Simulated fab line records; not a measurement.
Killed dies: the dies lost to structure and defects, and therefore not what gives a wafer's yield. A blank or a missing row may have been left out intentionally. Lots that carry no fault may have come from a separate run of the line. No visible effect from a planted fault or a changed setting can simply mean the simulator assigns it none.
fab line records    flow n5Finfet
record lots=11  wafers=33  lastDay=18
route steps=1938 shown MOL_CONTACT_COAG@619 MIM_TOP_ETCH@1853 TV_OPEN@1889 PASSIVATION@1925
lots with no fault: from the same line, run without faults
startH: hours from the record's first day to the start of the lot's first wafer shown    waitH: how many hours have passed since the lot's step before this one    " identical to the entry in the row above    L1.1+2: several wafers, shown together as one row    - no value, or no start given    * or withheld: withheld    < > ~ a bound
route shown NAME@n: a module of which the file shows steps, and the number in the route of the first    usual: average and standard deviation across the fault-free wafers    same: alike in all rows    chamber/n: place in a boat    sites: each site's reading    _std_site: their standard deviation    _edge_site: outer sites' mean less inner sites'    radiusMm: how far each site lies from the wafer's centre    mask NAME#n: copy n    behind: tool/chamber where the wafer was last shaped    hold: why the lot was held/for how many hours/how that ended    device: transistor that didn't switch, given as n, p or np    end of line: the same wafers' tests at the end of the route    a step with no rows: only its recipe    killed: the dies lost at the first sort to structure and to defects; this is not the yield of the wafer    map: per-die view of a wafer (x killed, . not killed, _ where there is no die)
set.NAME: the setting as run; set.NAME@STEP: as run at that earlier step    model.NAME: the simulator's own value behind a step, which no gauge read
the route's steps for a sample of lots (tables are steps, rows are wafers)
services: from which hour (startH, from the record's first day; less than 0 if before it) a tool's chamber was out of use, for how many hours, and why
## steps
# step N5_MOL_CONTACT_COAG_STRIP_49
# recipe chemistry=N2/H2  timeS=30  powerW=1000  tempC=250  pressureMtorr=withheld  n2FlowSccm=1750  h2FlowSccm=3250
# usual drypumpMotorCurrentA=5.6/0.46  heaterPowerW=356/11
lot.wafer  tool            chamber  startH  waitH  drypumpMotorCurrentA  heaterPowerW  rfHoursCounterH
L410.2     plasmaAsher-02  0        111.60  -      5.3                   363           92
L410.4     "               1        "       "      6.1                   369           -
L410.5     "               0        "       "      5.2                   357           -
L412.2     plasmaAsher-02  1        123.40  -      6.1                   366           94
L412.4     "               0        "       "      5.3                   358           -
L412.5     "               0        "       "      5.3                   361           -
L413.1     plasmaAsher-02  0        124.32  -      5.3                   359           95
L413.3     "               1        "       "      6.2                   356           -
L413.5     "               1        "       "      6.1                   359           -
L414.1     plasmaAsher-02  0        133.43  -      5.3                   356           97
L414.2     "               1        "       "      6.1                   364           97
L414.6     "               1        "       "      6.1                   370           -
L415.2     plasmaAsher-02  1        138.46  -      6.1                   366           98
L415.3     "               1        "       "      6.1                   366           -
L415.4     "               0        "       "      5.3                   359           -
L416.2     plasmaAsher-02  1        151.73  -      6.1                   364           100
L416.3     "               1        "       "      6.1                   356           -
L416.5     "               0        "       "      5.3                   365           -
L423.2     plasmaAsher-01  0        190.89  -      4.9                   366           57
L423.3     "               0        "       "      4.9                   362           -
L423.5     "               1        "       "      5.8                   338           -
L426.1     plasmaAsher-02  0        208.99  -      5.3                   352           111
L426.2     "               1        "       "      6.1                   359           111
L426.3     "               1        "       "      6.1                   371           -
L428.2     plasmaAsher-01  0        217.62  -      5.0                   356           63
L428.3     "               1        "       "      5.8                   333           -
L428.6     "               0        "       "      5.0                   351           -
L429.3     plasmaAsher-01  0        223.34  -      5.0                   358           -
L429.4     "               1        "       "      5.8                   331           -
L429.5     "               1        "       "      5.8                   340           -
L430.2     plasmaAsher-01  0        226.99  -      5.0                   360           65
L430.5     "               1        "       "      5.8                   341           -
L430.6     "               0        "       "      4.9                   352           -
# step N5_MIM_TOP_ETCH_PECVD_03
# recipe material=SiNx  targetThkA=200  tempC=400  precursor=SiH4/NH3/N2  pressureTorr=1.5  rfW=300  timeS=17.6
# usual heaterPowerOuterW=509/96  heaterPowerW=843/130  showerheadPlenumPTorr=5.13/0.093  throttleValvePct=41.4/2.3
lot.wafer  tool      chamber  startH  waitH  heaterPowerOuterW  heaterPowerW  showerheadPlenumPTorr  throttleValvePct
L410.2     pecvd-01  0        248.39  -      508                787           5.26                   45.6
L410.4     "         2        "       "      635                1100          4.98                   37.5
L410.5     "         1        "       "      350                665           5.17                   41.5
L412.2     pecvd-03  0        250.81  -      426                758           5.21                   41.9
L412.4     "         1        "       "      543                800           5.13                   41.3
L412.5     "         2        "       "      467                801           5.11                   41.1
L413.1     pecvd-02  1        256.39  -      368                641           5.09                   40.7
L413.3     "         0        "       "      394                662           5.12                   41.8
L413.5     "         1        "       "      368                644           5.10                   40.7
L414.1     pecvd-03  0        261.66  -      384                705           5.21                   42.2
L414.2     "         2        "       "      482                825           5.12                   40.8
L414.6     "         1        "       "      568                828           5.12                   41.4
L415.2     pecvd-02  0        266.66  -      499                769           5.11                   42.1
L415.3     "         1        "       "      453                771           5.11                   40.7
L415.4     "         0        "       "      493                763           5.11                   42.0
L416.2     pecvd-02  2        279.22  -      621                1058          5.05                   39.5
L416.3     "         1        "       "      409                690           5.11                   40.8
L416.5     "         2        "       "      621                1072          5.06                   39.3
L423.2     pecvd-01  0        366.42  -      529                848           5.29                   45.4
L423.3     "         2        "       "      619                1023          4.98                   38.4
L423.5     "         0        "       "      547                812           5.27                   45.4
L430.2     pecvd-03  2        383.17  -      401                728           5.11                   41.7
L430.5     "         2        "       "      410                728           5.12                   41.7
L430.6     "         1        "       "      552                826           5.12                   41.6
L429.3     pecvd-01  2        385.57  -      676                1062          4.99                   38.8
L429.4     "         0        "       "      545                834           5.26                   45.3
L429.5     "         2        "       "      662                1086          4.98                   38.1
L426.1     pecvd-01  1        411.47  -      399                734           5.17                   41.6
L426.2     "         2        "       "      647                1058          4.99                   38.7
L426.3     "         0        "       "      498                790           5.26                   45.1
L428.2     pecvd-03  0        420.15  -      420                744           5.21                   41.9
L428.3     "         1        "       "      483                736           5.10                   36.7
L428.6     "         2        "       "      402                712           5.10                   41.7
# step N5_PASSIVATION_STRIP_14
# recipe chemistry=O2  powerW=600  tempC=60  pressureMtorr=30  rfFrequencyHz=6e+07  biasPowerW=0  overashFraction=0.5  o2FlowSccm=225
# usual drypumpMotorCurrentA=5.7/0.65  oesProductAu=0.77/0.08  rfVppV=3.7/1  showerheadPlenumPTorr=2.09/0.069  throttleValvePct=16.67/0.26
lot.wafer  tool        chamber  startH  waitH  drypumpMotorCurrentA  oesProductAu  rfHoursCounterH  rfVppV  showerheadPlenumPTorr  throttleValvePct
L410.2     rieDiel-05  3        251.14  0.1    4.9                   0.87          45               4.6     2.23                   16.66
L410.4     "           2        "       "      5.3                   0.69          229              3.2     2.15                   16.76
L410.5     "           3        "       "      5.0                   0.88          -                3.3     2.22                   16.67
L412.2     rieDiel-06  3        253.37  0.1    5.4                   0.71          194              4.2     2.06                   16.69
L412.4     "           2        "       "      6.5                   0.87          26               2.7     2.05                   16.28
L412.5     "           1        "       "      5.4                   0.71          -                3.3     2.08                   16.81
L413.1     rieDiel-05  2        259.76  0.1    5.3                   0.69          231              4.9     2.14                   16.74
L413.3     "           1        "       "      6.7                   0.71          188              3.7     1.98                   16.79
L413.5     "           0        "       "      6.7                   0.67          -                4.2     1.97                   17.08
L414.1     rieDiel-06  2        266.19  0.1    6.5                   0.86          30               4.4     2.04                   16.26
L414.2     "           0        "       "      6.4                   0.80          97               4.7     2.20                   16.42
L414.6     "           2        "       "      6.5                   0.85          -                4.5     2.05                   16.31
L415.2     rieDiel-05  1        273.05  0.1    6.7                   0.70          191              3.5     1.98                   16.77
L415.3     "           2        "       "      5.3                   0.68          234              4.7     2.14                   16.76
L415.4     "           3        "       "      4.9                   0.88          49               4.2     2.22                   16.67
L416.2     rieDiel-06  1        283.88  0.1    5.4                   0.71          218              2.3     2.07                   16.85
L416.3     "           2        "       "      6.5                   0.85          35               2.7     2.04                   16.27
L416.5     "           3        "       "      5.4                   0.71          -                3.3     2.06                   16.72
L423.2     rieDiel-01  3        369.14  0.1    4.7                   0.93          21               2.6     2.07                   16.71
L423.3     "           2        "       "      5.6                   0.71          210              4.4     2.08                   17.02
L423.5     "           1        "       "      5.2                   0.92          -                1.4     2.13                   16.31
L430.2     rieDiel-06  1        386.25  0.1    5.4                   0.68          242              4.4     2.06                   16.91
L430.5     "           1        "       "      5.4                   0.68          -                2.9     2.06                   16.87
L430.6     "           0        "       "      6.4                   0.77          -                5.2     2.18                   16.49
L429.3     rieDiel-06  2        389.54  0.1    6.5                   0.81          62               3.3     2.03                   16.34
L429.4     "           1        "       "      5.4                   0.68          243              2.7     2.06                   16.87
L429.5     "           2        "       "      6.5                   0.82          -                3.7     2.03                   16.34
L426.1     rieDiel-01  2        415.26  0.1    5.6                   0.69          224              2.1     2.08                   17.07
L426.2     "           1        "       "      5.2                   0.87          39               2.1     2.12                   16.36
L426.3     "           3        "       "      4.7                   0.88          37               4.4     2.06                   16.73
L428.2     rieDiel-01  3        426.15  0.1    4.8                   0.89          41               3.2     2.06                   16.72
L428.3     "           1        "       "      5.2                   0.88          44               3.7     2.12                   16.33
L428.6     "           3        "       "      4.7                   0.88          -                3.8     2.06                   16.77
# step N5_PASSIVATION_CD_MEAS_44
# recipe targetCdNm=40000  landingEnergyEv=500  detector=seInlens
# usual cdNm=39998/3.8
lot.wafer  tool      chamber  startH  waitH  cdNm
L410.2     cdSem-01  0        255.43  -      40002
L410.4     "         0        "       "      39996
L410.5     "         0        "       "      39995
L412.2     cdSem-02  0        257.64  -      40003
L412.4     "         0        "       "      40001
L412.5     "         0        "       "      39995
L413.1     cdSem-01  0        262.80  -      39995
L413.3     "         0        "       "      40001
L413.5     "         0        "       "      39999
L414.1     cdSem-03  0        269.44  -      39998
L414.2     "         0        "       "      39996
L414.6     "         0        "       "      39998
L415.2     cdSem-01  0        276.43  -      40002
L415.3     "         0        "       "      39999
L415.4     "         0        "       "      40001
L416.2     cdSem-02  0        286.95  -      40000
L416.3     "         0        "       "      40001
L416.5     "         0        "       "      40001
L423.2     cdSem-02  0        372.75  -      40001
L423.3     "         0        "       "      39997
L423.5     "         0        "       "      40003
L430.2     cdSem-02  0        389.14  -      39997
L430.5     "         0        "       "      39992
L430.6     "         0        "       "      39995
L429.3     cdSem-01  0        392.93  -      39995
L429.4     "         0        "       "      39993
L429.5     "         0        "       "      39998
L426.1     cdSem-01  0        418.32  -      40003
L426.2     "         0        "       "      39999
L426.3     "         0        "       "      40004
L428.2     cdSem-02  0        429.61  -      40000
L428.3     "         0        "       "      39998
L428.6     "         0        "       "      39999
# step N5_PASSIVATION_PROBE_49
# usual defectLimitedYield=91.0/1.5  killed_at_M0_to_M3=32/9.6  killed_at_M4_up=13/4.7  killedAtContacts=13/7.2  killedAtFrontEnd=44/13  killedAtOther=4/3.4  killedDies=106/18  killedOnRim=14/4.2  killedOpen=70/13  killedShort=35/8  sort_bin_5_function=5.3/0.97  sort_bin_6_memory=3.4/0.73  sortNPass=1074/18  sortYieldPct=91.0/1.5
# same grossDies=1180  killedAtBackSide=0  sort_bin_4_leakage[%]=0  sort_bin_8_speed[%]=0
lot.wafer  tool       chamber  startH  waitH  defectLimitedYield[%]  killed_at_M0_to_M3  killed_at_M4_up  killedAtContacts  killedAtFrontEnd  killedAtOther  killedDies  killedOnRim  killedOpen  killedShort  sort_bin_5_function[%]  sort_bin_6_memory[%]  sortNPass  sortYieldPct[%]
L414.1     prober-02  -        272.64  0.0    81.9                   25                  14               136               38                1              214         22           54          35           11.4                    3.6                   966        81.9
L414.2     prober-02  -        272.69  0.1    92.5                   27                  11               6                 42                2              88          13           51          36           4.4                     2.6                   1092       92.5
L414.6     prober-02  -        272.89  0.3    90.1                   29                  17               13                56                2              117         16           82          33           5.9                     3.6                   1063       90.1
L415.2     prober-02  -        279.61  0.1    91.7                   19                  15               19                33                12             98          12           64          34           4.5                     3.5                   1082       91.7
L415.3     prober-02  -        279.66  0.1    91.3                   21                  14               12                47                9              103         13           67          35           4.3                     4.1                   1077       91.3
L415.4     prober-02  -        279.71  0.2    82.5                   17                  15               148               25                2              207         24           55          25           10.4                    4.0                   973        82.5
L416.2     prober-02  -        290.53  0.1    91.1                   33                  15               7                 36                14             105         14           68          35           5.3                     3.3                   1075       91.1
L416.3     prober-02  -        290.58  0.1    92.1                   28                  19               7                 38                1              93          9            58          34           4.6                     2.8                   1087       92.1
L416.5     prober-02  -        290.68  0.2    81.6                   34                  15               126               40                2              217         19           53          38           11.7                    4.2                   963        81.6
# killed by level:class
L414.1 MOL_CONTACT_COAG:unspecified=124 MOL_CONTACT_COAG:geometricParticle:open=8 BEOL_M0_SAQP:geometricParticle:open=7 BEOL_M3:geometricParticle:open=7 FIN_SAQP:geometricParticle:short=6 STI_FIN_REVEAL:geometricParticle:open=6 GATE_CUT:geometricParticle:short=6 STARTING-WAFER:geometricParticle:short=6
L414.2 STI_FIN_REVEAL:geometricParticle:open=10 FIN_SAQP:geometricParticle:short=8 BEOL_M0_SAQP:geometricParticle:short=8 FIN_SAQP:geometricParticle:open=7 BEOL_M0_SAQP:geometricParticle:open=6 BEOL_M2:geometricParticle:open=5 STARTING-WAFER:geometricParticle:short=5 BEOL_M4:geometricParticle:open=4
L414.6 STI_FIN_REVEAL:geometricParticle:open=28 BEOL_M0_SAQP:geometricParticle:open=10 MOL_CONTACT_COAG:geometricParticle:open=9 BEOL_M4:geometricParticle:open=9 BEOL_M0_SAQP:geometricParticle:short=8 FIN_SAQP:geometricParticle:open=6 FIN_SAQP:geometricParticle:short=5 GATE_CUT:geometricParticle:short=4
L415.2 MOL_CONTACT_COAG:geometricParticle:open=15 FIN_SAQP:geometricParticle:open=8 BEOL_M0_SAQP:geometricParticle:open=8 FIN_SAQP:geometricParticle:short=6 DUMMY_GATE:geometricParticle:open=6 BEOL_M4:geometricParticle:short=5 BEOL_M4:geometricParticle:open=5 MOL_CONTACT_COAG:geometricParticle:short=4
L415.3 STI_FIN_REVEAL:geometricParticle:open=10 MOL_CONTACT_COAG:geometricParticle:open=8 FIN_SAQP:geometricParticle:open=7 GATE_CUT:geometricParticle:short=5 GATE_CUT:geometricParticle:open=5 BEOL_M0_SAQP:geometricParticle:open=5 BEOL_M0_SAQP:geometricParticle:short=5 FIN_SAQP:geometricParticle:short=4
L415.4 MOL_CONTACT_COAG:unspecified=127 MOL_CONTACT_COAG:geometricParticle:open=16 BEOL_M4:geometricParticle:open=8 FIN_SAQP:geometricParticle:open=6 BEOL_M4:geometricParticle:short=6 GATE_CUT:geometricParticle:open=6 MOL_CONTACT_COAG:geometricParticle:short=5 BEOL_M0:geometricParticle:open=4
L416.2 BEOL_M0_SAQP:geometricParticle:open=11 BEOL_M0_SAQP:geometricParticle:short=11 BEOL_M4:geometricParticle:open=9 FIN_SAQP:geometricParticle:open=7 STI_FIN_REVEAL:geometricParticle:open=7 BEOL_M2:geometricParticle:open=5 PASS1_CAP:geometricParticle:open=5 DUMMY_GATE:geometricParticle:open=4
L416.3 BEOL_M4:geometricParticle:open=11 BEOL_M0_SAQP:geometricParticle:open=9 FIN_SAQP:geometricParticle:short=8 BEOL_M0_SAQP:geometricParticle:short=8 MOL_CONTACT_COAG:geometricParticle:open=7 FIN_SAQP:geometricParticle:open=5 STI_FIN_REVEAL:geometricParticle:open=5 DUMMY_GATE:geometricParticle:open=5
L416.5 MOL_CONTACT_COAG:unspecified=124 FIN_SAQP:geometricParticle:short=10 BEOL_M2:geometricParticle:open=8 DUMMY_GATE:geometricParticle:open=7 FIN_SAQP:geometricParticle:open=6 STI_FIN_REVEAL:geometricParticle:open=6 BEOL_M0_SAQP:geometricParticle:short=6 GATE_CUT:geometricParticle:short=6
## services
tool            chamber  startH  hours  kind
plasmaAsher-01  -        121.47  0.7    repair
plasmaAsher-01  -        129.22  2.8    pm
pecvd-02        -        153.90  0.6    repair
pecvd-01        -        157.17  2.1    repair
rieDiel-05      2        167.42  14.2   repair
rieDiel-06      -        168.33  28.1   pm
pecvd-02        -        191.55  2.8    pm
rieDiel-05      -        253.99  4.3    pm
rieDiel-05      -        284.08  2.4    repair
rieDiel-01      1        294.48  7.1    repair
rieDiel-05      -        295.14  2.8    pm
pecvd-01        2        319.35  3.9    repair
rieDiel-05      -        320.91  14.6   pm
rieDiel-05      0        348.78  2.5    repair
rieDiel-06      3        349.43  8.6    repair
pecvd-01        0        353.90  7.0    repair
rieDiel-01      0        362.90  12.3   repair
pecvd-02        -        365.26  3.4    repair
rieDiel-05      1        368.33  8.1    repair
pecvd-01        1        380.68  10.6   repair
plasmaAsher-01  -        400.81  7.6    repair
pecvd-01        1        401.37  4.0    repair
rieDiel-06      1        418.76  6.1    repair
pecvd-03        -        422.37  1.2    repair
## key
firstSign step=N5_PASSIVATION_PROBE_49  reading=killedAtContacts  direction=up  sigmas=17  usual=13  struck=137
effect step=N5_PASSIVATION_PROBE_49  reading=defectLimitedYield  direction=down  sigmas=5.9  usual=91.0  struck=82.0
moreKillsBornAt N5_MOL_CONTACT_COAG_STRIP_49@plasmaAsher-02=375
metAt N5_MOL_CONTACT_COAG_STRIP_49
struckLots L414,L415,L416
struckWafers L414.1,L415.4,L416.5
notActingAt N5_MIM_TOP_ETCH_PECVD_03,N5_PASSIVATION_STRIP_14,N5_PASSIVATION_CD_MEAS_44
onsetBetween 124.32 133.43
fault kind=chamberParticleSource  tool=plasmaAsher-02  chamber=0  onsetH=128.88  steps=N5_MOL_CONTACT_COAG_STRIP_49  ratePerVisitCm2=1.1287  endH=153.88
